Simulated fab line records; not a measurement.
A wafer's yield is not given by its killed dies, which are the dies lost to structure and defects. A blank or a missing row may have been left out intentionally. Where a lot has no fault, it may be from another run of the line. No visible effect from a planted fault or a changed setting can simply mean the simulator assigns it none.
Which tool did it?	flow nandHarc	18 wafers from 6 lots sampled at 2 of the route's 1302 steps

WHAT EACH GAUGE READ, for each wafer
NHARC_THIN_TSV_CD_MEAS_12 targets a cd of 1000 nm.
lot	measured	on	cdNm (nm)
L615	day 24 06:40	cdSem-03	1000.2 1001.3 1000.4
L616	day 24 22:51	cdSem-01	1000.0 998.9 998.2
L620	day 26 14:15	cdSem-03	1000.3 998.5 1000.0
L622	day 27 10:31	cdSem-01	999.6 1000.3 999.2
L625	day 27 15:23	cdSem-03	1001.1 1001.3 999.9
L628	day 29 19:04	cdSem-02	1001.6 1000.4 1000.4

WHICH TOOL RAN EACH LOT (tool, then ch and the chambers of the sampled wafers, then the start)
lot	NHARC_P_BONDPAD_CMP_32
L615	cmp-03 ch 0,1,2, day 7 03:35
L616	cmp-01 ch 0,1,2, day 7 21:40
L620	cmp-01 ch 2,3, day 9 00:49
L622	cmp-03 ch 0,1,3, day 10 01:50
L625	cmp-01 ch 1,3, day 11 09:01
L628	cmp-04 ch 0,1, day 12 18:38
- NHARC_P_BONDPAD_CMP_32: polishes SiCN, target thk 200 nm.

THE ANSWER, worked out from the rows above alone
Rule: the lots themselves supply what counts as usual. The widest of any qualifying gaps counts: lots, ordered by their means at a reading, are off when they make up no more than a third of the lots, leave a main group of 4 or more, and stand apart from it by 3 or more times the standard deviation of that group's means. A main group is skipped when, at the precision printed for the reading in the tables above, its means are all equal. A lot without any number at a reading at which 4 lots or more have one is off too. Any other lot the step has rows for is counted as sound.
Nothing can be told from this: no lot is off at any reading shown.

WHAT HAD BEEN PUT IN BY THE SIMULATOR
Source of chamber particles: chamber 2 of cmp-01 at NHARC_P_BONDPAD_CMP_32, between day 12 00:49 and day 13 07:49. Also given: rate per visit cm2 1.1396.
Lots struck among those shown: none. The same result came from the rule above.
